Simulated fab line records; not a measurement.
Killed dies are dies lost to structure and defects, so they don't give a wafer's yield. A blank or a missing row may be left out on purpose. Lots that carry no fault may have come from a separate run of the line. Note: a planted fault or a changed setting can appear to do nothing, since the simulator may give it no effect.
fab line records | flow n5-finfet
record: lots: 6 | wafers: 18 | last-day: 16
route steps=1938 shown STI_FIN_REVEAL@203 DUMMY_GATE@212 PASSIVATION@1936
lots untouched by any fault: they come from a run of this same line in which no faults occurred
start-h: hours from the record's opening day to when the first of the lot's shown wafers began | wait-h: time in hours since the lot's previous step | " unchanged from the row above | L1.1+2: several wafers, shown together as one row | - no value present, or no start provided | * or withheld: withheld | < > ~ a bound
route shown NAME@n: names a module that has steps shown in the file, with the first one's number in the route | usual: average and standard deviation across the fault-free wafers | same: alike in all rows | chamber/n: place in a boat | sites: readings site by site | _std_site: their standard deviation | _edge_site: the outer-site mean with the inner-site mean subtracted | radius-mm: how far each site lies from the wafer's centre | mask NAME#n: copy n | behind: the tool/chamber that last shaped the wafer | hold: cause of the lot's hold/its duration in hours/its outcome | device: whichever transistor did not switch (one of n, p or np) | end of line: the same wafers' tests at the end of the route | where a step has no rows: the recipe by itself | killed: dies lost to structure and defects at the first sort, not the wafer's yield | map: per-die view of a wafer (x killed, . not killed, _ where there is no die)
set.NAME: setting as actually run; set.NAME@STEP: the setting as run at that earlier step | model.NAME: the simulator's own value behind a step, which no gauge read
lots seen at some steps along the route; tables by step, rows by wafer
services: a tool's chamber out of use, with start hour (start-h, from the record's first day; less than 0 if before it), hours out, and reason
== steps ==
step: N5_STI_FIN_REVEAL_SRD_21
recipe: dry: ipa-marangoni | time-s: 30 | temp-c: 23 | rinse-liquid: diw
step: N5_STI_FIN_REVEAL_OXIDATION_33
recipe: chemistry: O2_PLASMA_REMOTE | temp-c: 150 | time-s: 20 | pressure-mtorr: 1000 | source-power-w: 2000 | o2-flow-sccm: 3000
usual: drypump-motor-current-A: 5.8/0.33 | heater-power-w: 152/15
lot.wafer | tool            | chamber | start-h | wait-h | drypump-motor-current-A | heater-power-w | rf-hours-counter-h
L614.1    | plasma-asher-01 | 1       | 43.20   | 0.0    | 6.2                     | 164            | 84
L614.4    | "               | 0       | "       | "      | 5.4                     | 129            | -
L614.6    | "               | 1       | "       | "      | 6.2                     | 169            | -
L617.1    | plasma-asher-01 | 1       | 60.89   | 0.0    | 6.2                     | 167            | 88
L617.4    | "               | 1       | "       | "      | 6.2                     | 165            | -
L617.5    | "               | 0       | "       | "      | 5.4                     | 128            | -
L624.2    | plasma-asher-02 | 0       | 104.37  | 0.0    | 5.5                     | 155            | 41
L624.3    | "               | 1       | "       | "      | 5.9                     | 161            | -
L624.6    | "               | 0       | "       | "      | 5.5                     | 160            | -
L627.2    | plasma-asher-01 | 0       | 120.13  | 0.0    | 5.3                     | 128            | 99
L627.5    | "               | 0       | "       | "      | 5.4                     | 131            | -
L627.6    | "               | 1       | "       | "      | 6.1                     | 162            | -
L629.3    | plasma-asher-02 | 0       | 132.88  | 0.0    | 5.6                     | 159            | -
L629.4    | "               | 1       | "       | "      | 6.0                     | 156            | -
L629.6    | "               | 0       | "       | "      | 5.5                     | 157            | -
L631.2    | plasma-asher-02 | 0       | 148.87  | 0.0    | 5.5                     | 161            | 48
L631.3    | "               | 1       | "       | "      | 6.0                     | 154            | -
L631.6    | "               | 0       | "       | "      | 5.5                     | 152            | -
step: N5_STI_FIN_REVEAL_CLEAN_19
recipe: chemistry: O3/DIW | temp-c: 25 | time-s: 120 | o3-ppm: 10
step: N5_STI_FIN_REVEAL_SRD_23
recipe: dry: ipa-marangoni | time-s: 30 | temp-c: 23 | rinse-liquid: diw
step: N5_STI_FIN_REVEAL_CD_MEAS_22
recipe: target-cd-nm: 6.238 | pitch-nm: 28 | polarity: line
usual: cd-nm: 6.26/0.28
lot.wafer | tool      | chamber | start-h | wait-h | cd-nm
L614.1    | cd-sem-02 | -       | 43.41   | 0.0    | 6.38
L614.4    | "         | -       | "       | "      | 6.69
L614.6    | "         | -       | "       | "      | 5.77
L617.1    | cd-sem-02 | -       | 61.05   | 0.0    | 5.71
L617.4    | "         | -       | "       | "      | 6.05
L617.5    | "         | -       | "       | "      | 6.48
L624.2    | cd-sem-03 | -       | 104.53  | 0.0    | 6.12
L624.3    | "         | -       | "       | "      | 6.25
L624.6    | "         | -       | "       | "      | 5.81
L627.2    | cd-sem-01 | -       | 120.30  | 0.0    | 6.08
L627.5    | "         | -       | "       | "      | 6.12
L627.6    | "         | -       | "       | "      | 5.97
L629.3    | cd-sem-01 | -       | 133.04  | 0.0    | 6.36
L629.4    | "         | -       | "       | "      | 6.38
L629.6    | "         | -       | "       | "      | 5.86
L631.2    | cd-sem-01 | -       | 149.04  | 0.0    | 5.89
L631.3    | "         | -       | "       | "      | 6.43
L631.6    | "         | -       | "       | "      | 5.96
step: N5_STI_FIN_REVEAL_FIN_H_MEAS_10
usual: trench-depth-nm: 52.3/0.62
lot.wafer | tool   | chamber | start-h | wait-h | trench-depth-nm
L614.1    | ocd-02 | -       | 43.44   | 0.0    | 52.6
L614.4    | "      | -       | "       | "      | 52.4
L614.6    | "      | -       | "       | "      | 52.3
L617.1    | ocd-02 | -       | 61.08   | 0.0    | 52.0
L617.4    | "      | -       | "       | "      | 52.8
L617.5    | "      | -       | "       | "      | 51.9
L624.2    | ocd-01 | -       | 104.56  | 0.0    | 52.2
L624.3    | "      | -       | "       | "      | 51.8
L624.6    | "      | -       | "       | "      | 52.3
L627.2    | ocd-02 | -       | 120.33  | 0.0    | 51.6
L627.5    | "      | -       | "       | "      | 51.5
L627.6    | "      | -       | "       | "      | 51.9
L629.3    | ocd-01 | -       | 133.07  | 0.0    | 52.9
L629.4    | "      | -       | "       | "      | 52.5
L629.6    | "      | -       | "       | "      | 52.9
L631.2    | ocd-01 | -       | 149.07  | 0.0    | 52.6
L631.3    | "      | -       | "       | "      | 52.6
L631.6    | "      | -       | "       | "      | 52.5
step: N5_STI_FIN_REVEAL_PRECLEAN_18
recipe: chemistry: SC2 | time-s: 45 | temp-c: 35 | mix: 1:1:50
step: N5_STI_FIN_REVEAL_SRD_28
recipe: dry: ipa-marangoni | time-s: 30 | temp-c: 23 | rinse-liquid: diw
step: N5_STI_FIN_REVEAL_INSPECT_13
recipe: inspect-instrument: darkfield | mode: post-clean
usual: raw-defect-count: 13/6.2
lot.wafer | tool              | chamber | start-h | wait-h | raw-defect-count
L614.1    | defect-inspect-02 | -       | 43.53   | 0.0    | 7
L614.4    | "                 | -       | "       | "      | 9
L614.6    | "                 | -       | "       | "      | 8
L617.1    | defect-inspect-01 | -       | 61.17   | 0.0    | 20
L617.4    | "                 | -       | "       | "      | 9
L617.5    | "                 | -       | "       | "      | 11
L624.2    | defect-inspect-02 | -       | 104.65  | 0.0    | 10
L624.3    | "                 | -       | "       | "      | 14
L624.6    | "                 | -       | "       | "      | 13
L627.2    | defect-inspect-02 | -       | 120.42  | 0.0    | 18
L627.5    | "                 | -       | "       | "      | 7
L627.6    | "                 | -       | "       | "      | 14
L629.3    | defect-inspect-01 | -       | 133.16  | 0.0    | 12
L629.4    | "                 | -       | "       | "      | 11
L629.6    | "                 | -       | "       | "      | 13
L631.2    | defect-inspect-01 | -       | 149.18  | 0.0    | 8
L631.3    | "                 | -       | "       | "      | 6
L631.6    | "                 | -       | "       | "      | 9
step: N5_DUMMY_GATE_PRECLEAN_00
recipe: chemistry: O3/DIW | time-s: 60 | temp-c: 22 | o3-ppm: 10
step: N5_DUMMY_GATE_SRD_01
recipe: time-s: 30 | temp-c: 23 | rinse-liquid: diw | dry: ipa-marangoni
step: N5_DUMMY_GATE_ALD_02
recipe: material: SiO2 | target-thk-a: 20 | temp-c: 300 | ald-precursor-family: BDEAS | ald-co-reactant: O2-plasma | pulse-time-s: 1 | pressure-torr: 2
usual: chamber-pressure-Torr: 2.001/0.0046 | heater-power-w: 461/52 | precursor-pulse-height-rel: 1.002/0.02
lot.wafer | tool       | chamber | start-h | wait-h | chamber-pressure-Torr | heater-power-w | precursor-pulse-height-rel
L614.1    | ald-sin-01 | 3       | 43.63   | 0.0    | 2.001                 | 535            | 0.990
L614.4    | "          | 0       | "       | "      | 1.999                 | 532            | 0.983
L614.6    | "          | 1       | "       | "      | 2.001                 | 465            | 0.967
L617.1    | ald-sin-01 | 1       | 61.27   | 0.0    | 1.997                 | 470            | 1.029
L617.4    | "          | 2       | "       | "      | 2.003                 | 399            | 0.959
L617.5    | "          | 3       | "       | "      | 1.995                 | 536            | 0.999
L624.2    | ald-sin-02 | 1       | 105.22  | 0.5    | 2.010                 | 450            | 0.987
L624.3    | "          | 3       | "       | "      | 2.005                 | 528            | 1.008
L624.6    | "          | 3       | "       | "      | 2.004                 | 536            | 0.997
L627.2    | ald-sin-02 | 0       | 120.52  | 0.0    | 1.998                 | 415            | 1.029
L627.5    | "          | 0       | "       | "      | 1.995                 | 417            | 0.977
L627.6    | "          | 3       | "       | "      | 2.007                 | 536            | 0.973
L629.3    | ald-sin-02 | 0       | 134.16  | 0.9    | 1.998                 | 413            | 1.026
L629.4    | "          | 1       | "       | "      | 1.996                 | 458            | 0.987
L629.6    | "          | 1       | "       | "      | 1.995                 | 451            | 1.006
L631.2    | ald-sin-04 | 3       | 149.31  | 0.0    | 1.990                 | 482            | 1.028
L631.3    | "          | 0       | "       | "      | 1.996                 | 453            | 1.027
L631.6    | "          | 2       | "       | "      | 1.998                 | 480            | 0.996
step: N5_DUMMY_GATE_CVD_03
recipe: material: a-Si | target-thk-a: 1500 | temp-c: 530 | precursor: SiH4 | time-s: 8042
usual: spike-tc-bottom-C: 553.4/2.5 | spike-tc-centre-C: 529.9/1.3 | spike-tc-lower-C: 530.8/1.6 | spike-tc-top-C: 552.0/0.64 | spike-tc-upper-C: 528.8/1.3 | susceptor-temp-C: 529.99/0.17 | zone-power-upper-pct: 6.7/0.59
lot.wafer | tool     | chamber | start-h | wait-h | spike-tc-bottom-C | spike-tc-centre-C | spike-tc-lower-C | spike-tc-top-C | spike-tc-upper-C | susceptor-temp-C | zone-power-upper-pct | model.a-Si_of_DUMMY_GATE_CVD_03.thk-nm
L614.1    | lpcvd-01 | 1/40    | 43.74   | 0.1    | 552.3             | 528.2             | 531.7            | 551.5          | 530.1            | 530.09           | 6.6                  | 150.8
L614.4    | "        | 1/54    | "       | "      | 552.3             | 528.2             | 531.7            | 551.5          | 530.1            | 530.09           | 6.6                  | 151.6
L614.6    | "        | 1/64    | "       | "      | 552.3             | 528.2             | 531.7            | 551.5          | 530.1            | 530.09           | 6.6                  | 151.2
L617.1    | lpcvd-01 | 0/65    | 61.37   | 0.1    | 556.0             | 531.2             | 528.4            | 552.3          | 526.7            | 529.96           | 6.4                  | 151.2
L617.4    | "        | 0/79    | "       | "      | 556.0             | 531.2             | 528.4            | 552.3          | 526.7            | 529.96           | 6.4                  | 151.2
L617.5    | "        | 0/84    | "       | "      | 556.0             | 531.2             | 528.4            | 552.3          | 526.7            | 529.96           | 6.4                  | 151
L624.2    | lpcvd-02 | 0/95    | 105.32  | 0.1    | 577.5             | 554.8             | 554.6            | 574.0          | 553.7            | 554.32           | 6.8                  | 287.4
L624.3    | "        | 0/100   | "       | "      | 577.5             | 554.8             | 554.6            | 574.0          | 553.7            | 554.32           | 6.8                  | 288.6
L624.6    | "        | 0/114   | "       | "      | 577.5             | 554.8             | 554.6            | 574.0          | 553.7            | 554.32           | 6.8                  | 288
L627.2    | lpcvd-02 | 1/70    | 120.62  | 0.1    | 572.9             | 554.3             | 556.4            | 575.8          | 554.6            | 554.40           | 8.6                  | 290
L627.5    | "        | 1/84    | "       | "      | 572.9             | 554.3             | 556.4            | 575.8          | 554.6            | 554.40           | 8.6                  | 291.2
L627.6    | "        | 1/89    | "       | "      | 572.9             | 554.3             | 556.4            | 575.8          | 554.6            | 554.40           | 8.6                  | 291.2
L629.3    | lpcvd-01 | 0/50    | 134.27  | 0.1    | 556.2             | 531.9             | 528.4            | 552.9          | 527.7            | 529.75           | 6.4                  | 149.8
L629.4    | "        | 0/54    | "       | "      | 556.2             | 531.9             | 528.4            | 552.9          | 527.7            | 529.75           | 6.4                  | 149.2
L629.6    | "        | 0/64    | "       | "      | 556.2             | 531.9             | 528.4            | 552.9          | 527.7            | 529.75           | 6.4                  | 150.8
L631.2    | lpcvd-01 | 0/95    | 149.42  | 0.1    | 555.5             | 530.8             | 529.3            | 552.1          | 526.6            | 530.04           | 6.4                  | 148.8
L631.3    | "        | 0/100   | "       | "      | 555.5             | 530.8             | 529.3            | 552.1          | 526.6            | 530.04           | 6.4                  | 148.6
L631.6    | "        | 0/114   | "       | "      | 555.5             | 530.8             | 529.3            | 552.1          | 526.6            | 530.04           | 6.4                  | 149
step: N5_DUMMY_GATE_PRECLEAN_46
recipe: chemistry: DIW | time-s: 89.5 | temp-c: 23
step: N5_DUMMY_GATE_SRD_47
recipe: dry-time-s: 32 | dry: n2-spin | spin-rpm: 1500
step: N5_DUMMY_GATE_CMP_04
recipe: material: a-Si | post-cmp-clean: alkaline-brush
usual: motor-current-A: 9.7/0.89 | time-to-endpoint-s: 14.0/2.3
lot.wafer | tool   | chamber | start-h | wait-h | motor-current-A | time-to-endpoint-s
L614.4    | cmp-03 | 1       | 47.49   | 0.0    | 8.8             | 19.3
L614.1    | "      | 0       | "       | "      | 8.8             | 16.0
L614.6    | "      | 1       | "       | "      | 9.1             | 16.8
L617.1    | cmp-01 | 0       | 65.11   | 0.0    | 10.0            | 13.5
L617.4    | "      | 1       | "       | "      | 10.0            | 15.5
L617.5    | "      | 0       | "       | "      | 10.0            | 13.4
L624.3    | cmp-02 | 2       | 109.09  | 0.1    | 7.9             | 39.8
L624.2    | "      | 3       | "       | "      | 9.0             | 43.1
L624.6    | "      | 2       | "       | "      | 7.5             | 41.6
L627.2    | cmp-03 | 0       | 124.39  | 0.1    | 9.0             | 38.5
L627.6    | "      | 3       | "       | "      | 10.3            | 41.0
L627.5    | "      | 0       | "       | "      | 9.3             | 37.5
L629.4    | cmp-03 | 0       | 138.02  | 0.0    | 9.4             | 12.1
L629.3    | "      | 1       | "       | "      | 9.1             | 17.0
L629.6    | "      | 1       | "       | "      | 9.3             | 14.0
L631.2    | cmp-01 | 1       | 153.20  | 0.0    | 9.6             | 10.3
L631.3    | "      | 3       | "       | "      | 9.8             | 8.8
L631.6    | "      | 2       | "       | "      | 11.3            | 9.7
step: N5_DUMMY_GATE_THK_MEAS_05
usual: thk-nm: 72.2/1.1
lot.wafer | tool          | chamber | start-h | wait-h | thk-nm
L614.1    | film-metro-02 | -       | 47.73   | 0.1    | 73.0
L614.4    | "             | -       | "       | "      | 74.5
L614.6    | "             | -       | "       | "      | 73.2
L617.1    | film-metro-01 | -       | 65.35   | 0.2    | 71.4
L617.4    | "             | -       | "       | "      | 71.1
L617.5    | "             | -       | "       | "      | 71.6
L624.2    | film-metro-02 | -       | 109.30  | 0.1    | 74.5
L624.3    | "             | -       | "       | "      | 72.3
L624.6    | "             | -       | "       | "      | 71.9
L627.2    | film-metro-01 | -       | 124.60  | 0.2    | 71.8
L627.5    | "             | -       | "       | "      | 73.2
L627.6    | "             | -       | "       | "      | 73.0
L629.3    | film-metro-01 | -       | 138.26  | 0.2    | 72.6
L629.4    | "             | -       | "       | "      | 71.1
L629.6    | "             | -       | "       | "      | 74.2
L631.2    | film-metro-01 | -       | 153.45  | 0.2    | 70.9
L631.3    | "             | -       | "       | "      | 69.4
L631.6    | "             | -       | "       | "      | 71.2
step: N5_PASSIVATION_PROBE_49
usual: killed_at_M0_to_M3: 31/11 | killed_at_M4_up: 14/5.1 | killed-at-contacts: 12/5.6 | killed-at-front-end: 42/12 | killed-at-other: 3.8/2.9 | killed-dies: 103/18 | killed-open: 67/14 | killed-short: 33/8
same: gross-dies: 1180 | killed-at-back-side: 0
lot.wafer | tool      | chamber | start-h | wait-h | killed_at_M0_to_M3 | killed_at_M4_up | killed-at-contacts | killed-at-front-end | killed-at-other | killed-dies | killed-open | killed-short
L624.2    | prober-01 | -       | 364.69  | 0.1    | 24                 | 13              | 12                 | 48                  | 3               | 100         | 66          | 32
L624.3    | prober-01 | -       | 364.74  | 0.1    | 21                 | 5               | 9                  | 44                  | 5               | 84          | 50          | 21
L624.6    | prober-01 | -       | 364.89  | 0.3    | 19                 | 15              | 4                  | 41                  | 5               | 84          | 50          | 25
L629.3    | prober-02 | -       | 384.32  | 0.1    | 51                 | 6               | 7                  | 45                  | 4               | 113         | 73          | 30
L629.6    | prober-02 | -       | 384.47  | 0.3    | 54                 | 16              | 9                  | 36                  | 4               | 119         | 73          | 41
killed by level:class
L624.2 BEOL_M3:geometric-particle:open=15 STI_FIN_REVEAL:geometric-particle:open=12 MOL_CONTACT_COAG:geometric-particle:open=11 FIN_SAQP:geometric-particle:short=10 FIN_SAQP:geometric-particle:open=7 GATE_CUT:geometric-particle:short=5 BEOL_M4:geometric-particle:open=4 STI_FIN_REVEAL:geometric-particle:short=3
L624.3 BEOL_M3:geometric-particle:open=11 HKMG_FIN:area-etch=11 STARTING-WAFER:geometric-particle:open=6 FIN_SAQP:geometric-particle:short=6 STI_FIN_REVEAL:geometric-particle:open=5 MOL_CONTACT_COAG:geometric-particle:open=5 DUMMY_GATE:geometric-particle:short=4 DUMMY_GATE:geometric-particle:open=4
L624.6 BEOL_M3:geometric-particle:open=10 HKMG_FIN:area-etch=9 FIN_SAQP:geometric-particle:short=8 BEOL_M4:geometric-particle:open=8 FIN_SAQP:geometric-particle:open=4 STI_FIN_REVEAL:geometric-particle:open=4 MOL_CONTACT_COAG:geometric-particle:open=4 STARTING-WAFER:geometric-particle:short=4
L629.3 FIN_SAQP:geometric-particle:open=13 BEOL_M3:geometric-particle:open=13 BEOL_M0_SAQP:geometric-particle:short=12 BEOL_M0_SAQP:geometric-particle:open=10 BEOL_M1:geometric-particle:open=8 MOL_CONTACT_COAG:geometric-particle:open=6 HKMG_FIN:area-etch=6 BEOL_M5:geometric-particle:open=5
L629.6 BEOL_M0_SAQP:geometric-particle:short=17 BEOL_M0_SAQP:geometric-particle:open=14 BEOL_M1:geometric-particle:open=8 STI_FIN_REVEAL:geometric-particle:open=8 MOL_CONTACT_COAG:geometric-particle:open=7 DUMMY_GATE:geometric-particle:open=5 FIN_SAQP:geometric-particle:open=4 BEOL_M1:geometric-particle:short=4
== services ==
tool            | chamber | start-h | hours | kind
plasma-asher-01 | -       | 32.92   | 4.2   | repair
cmp-02          | -       | 36.04   | 1.5   | repair
cmp-02          | -       | 43.29   | 0.5   | repair
cmp-03          | -       | 53.58   | 1.2   | repair
cmp-02          | -       | 60.17   | 4.0   | pm
cmp-02          | -       | 64.17   | -     | consumable-replace:conditioner
cmp-02          | -       | 64.17   | -     | consumable-replace:pad
lpcvd-02        | -       | 64.92   | 6.1   | pm
plasma-asher-02 | -       | 76.29   | 0.6   | repair
cmp-03          | -       | 78.65   | 10.7  | pm
ald-sin-04      | 3       | 78.90   | 5.6   | repair
ald-sin-04      | 2       | 82.36   | 6.0   | repair
ald-sin-02      | -       | 85.25   | 14.0  | pm
ald-sin-02      | 0       | 85.25   | 14.0  | vent-cycle
ald-sin-02      | 1       | 85.25   | 14.0  | vent-cycle
ald-sin-02      | 2       | 85.25   | 14.0  | vent-cycle
ald-sin-02      | 3       | 85.25   | 14.0  | vent-cycle
cmp-02          | -       | 95.02   | 0.8   | repair
ald-sin-02      | 0       | 99.25   | -     | clean
ald-sin-02      | 1       | 99.25   | -     | clean
ald-sin-02      | 2       | 99.25   | -     | clean
ald-sin-02      | 3       | 99.25   | -     | clean
cmp-03          | -       | 116.87  | 4.2   | pm
cmp-03          | -       | 126.97  | 0.4   | repair
== key ==
first-sign: step: N5_DUMMY_GATE_CVD_03 | reading: susceptor-temp-C | direction: up | sigmas: 99+ | usual: * | struck: *
effect: step: N5_DUMMY_GATE_CVD_03 | reading: spike-tc-top-C | direction: up | sigmas: 36 | usual: 552.0 | struck: 574.9
effect: step: N5_DUMMY_GATE_CMP_04 | reading: time-to-endpoint-s | direction: up | sigmas: 11 | usual: * | struck: *
model-effect: step: N5_DUMMY_GATE_CVD_03 | value: a-Si_of_DUMMY_GATE_CVD_03.thk-nm | without: 149.6 | struck: 289.4
met-at N5_DUMMY_GATE_CVD_03
struck-wafers L624.2,L624.3,L624.6,L627.2,L627.5,L627.6
tester-left-out L624,L627
baseline-loss: step: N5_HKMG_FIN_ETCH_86 | wafers: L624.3
fault: kind: process-parameter-drift | tool: lpcvd-02 | chamber: - | onset-h: 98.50 | steps: N5_DUMMY_GATE_CVD_03 | channel: temp-c | offset: * | shape: step | end-h: 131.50 | acts-in: * | stated: *
tester-left-out: of these lots the tester's yield and bins aren't shown, on N5 and GAA mostly nor the transistor test; their killed dies are dies lost to structure and defects alone, not to doping, threshold or leakage, so they don't give the yield
baseline-loss: these wafers lose ten dies or more at that step, a loss of the line's own and not of a fault; the sort's usual values leave them out
